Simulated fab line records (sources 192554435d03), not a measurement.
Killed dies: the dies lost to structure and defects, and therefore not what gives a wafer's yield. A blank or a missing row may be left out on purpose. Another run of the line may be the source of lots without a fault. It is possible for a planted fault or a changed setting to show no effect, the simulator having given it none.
Split-lot experiment	flow n5Finfet	on a route of 1938 steps: 7 lots, 39 wafers read

ON THE SPLIT
At N5_PMOS_HMC_CHANNEL_EPI_EPI_20 (deposits SiGe30, target thk 59 nm), the setting tempC was moved away from the recipe's 600 C on 12 of the 39 wafers read, by -0.6% to +0.8%. For the rest of the wafers, this setting stayed at what the recipe calls for.

The reading comes from the split's own step.

THE READING
SiGe30_of_PMOS_HMC_CHANNEL_EPI_EPI_20.thkNm (the simulator's own value, which no gauge read), in nm, at N5_PMOS_HMC_CHANNEL_EPI_EPI_20 (deposits SiGe30, target thk 59 nm). No usual value for it is given in the file. The 27 wafers here that ran the recipe average 58.83 nm, standard deviation 0.61 nm.

wafer	tool, chamber at the split	tempC as run, C	against the recipe	SiGe30_of_PMOS_HMC_CHANNEL_EPI_EPI_20.thkNm, nm	against lot-mates on the recipe
L076.3	epiRpcvd-01, 0	600	recipe	57.83	-
L076.4	epiRpcvd-01, 0	600	recipe	57.89	-
L076.6	epiRpcvd-01, 0	600	recipe	58.11	-
L077.1	epiRpcvd-04, 0	601.9	+0.3%	59.6	+1.41
L077.2	epiRpcvd-04, 0	600	recipe	58.31	-
L077.3	epiRpcvd-04, 0	601.9	+0.3%	60.85	+2.66
L077.4	epiRpcvd-04, 0	600	recipe	57.8	-
L077.5	epiRpcvd-04, 0	600	recipe	58.47	-
L077.6	epiRpcvd-04, 0	601.9	+0.3%	60.1	+1.91
L082.1	epiRpcvd-01, 0	600	recipe	58.45	-
L082.2	epiRpcvd-01, 0	604.8	+0.8%	62.4	+3.93
L082.3	epiRpcvd-01, 0	600	recipe	58.89	-
L082.4	epiRpcvd-01, 0	604.8	+0.8%	63.49	+5.02
L082.5	epiRpcvd-01, 0	604.8	+0.8%	63.95	+5.48
L082.6	epiRpcvd-01, 0	600	recipe	58.07	-
L083.1	epiRpcvd-02, 0	604.6	+0.8%	64.67	+5.45
L083.2	epiRpcvd-02, 0	600	recipe	59.03	-
L083.3	epiRpcvd-02, 0	600	recipe	59.49	-
L083.4	epiRpcvd-02, 0	600	recipe	59.13	-
L083.5	epiRpcvd-02, 0	604.6	+0.8%	64.84	+5.62
L083.6	epiRpcvd-02, 0	604.6	+0.8%	64.58	+5.36
L093.1	epiRpcvd-02, 0	596.1	-0.6%	54.52	-3.91
L093.2	epiRpcvd-02, 0	596.1	-0.6%	54.52	-3.91
L093.3	epiRpcvd-02, 0	600	recipe	58	-
L093.4	epiRpcvd-02, 0	600	recipe	58.41	-
L093.5	epiRpcvd-02, 0	600	recipe	58.89	-
L093.6	epiRpcvd-02, 0	596.1	-0.6%	54.38	-4.05
L094.1	epiRpcvd-01, 0	600	recipe	59.9	-
L094.2	epiRpcvd-01, 0	600	recipe	59.63	-
L094.3	epiRpcvd-01, 0	600	recipe	59.49	-
L094.4	epiRpcvd-01, 0	600	recipe	59.42	-
L094.5	epiRpcvd-01, 0	600	recipe	59.67	-
L094.6	epiRpcvd-01, 0	600	recipe	59.43	-
L097.1	epiRpcvd-04, 0	600	recipe	59.23	-
L097.2	epiRpcvd-04, 0	600	recipe	58.68	-
L097.3	epiRpcvd-04, 0	600	recipe	59.03	-
L097.4	epiRpcvd-04, 0	600	recipe	59.11	-
L097.5	epiRpcvd-04, 0	600	recipe	59	-
L097.6	epiRpcvd-04, 0	600	recipe	59.17	-

FIT RESULTS
A straight line over all 39 wafers: SiGe30_of_PMOS_HMC_CHANNEL_EPI_EPI_20.thkNm changes by +6.5 nm for each +1% of tempC; r = +0.96; the points scatter about the line by 0.69 nm.
The same after taking each lot's own level away (the mean of its wafers on the recipe; 39 wafers): +6.41 nm for each +1%; r = +0.99; scatter 0.37 nm.
On that fit, the largest move of tempC shifts the reading by 5.1 nm.
The lots' own levels span 57.943 to 59.590 nm, that is 2.7 times the standard deviation above.
Consequently the slope shifts little with the lot-to-lot level, the two slopes agreeing.
Check: +5.34 nm against its lot-mates is what the line predicts for one of the wafers moved furthest among these (+0.8%) when that wafer is left out of the fit. Against them it came out at +3.93 nm.

FILE'S OWN FIT
SiGe30_of_PMOS_HMC_CHANNEL_EPI_EPI_20.thkNm changes by +6.43 nm for each +1% of tempC, r = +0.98.
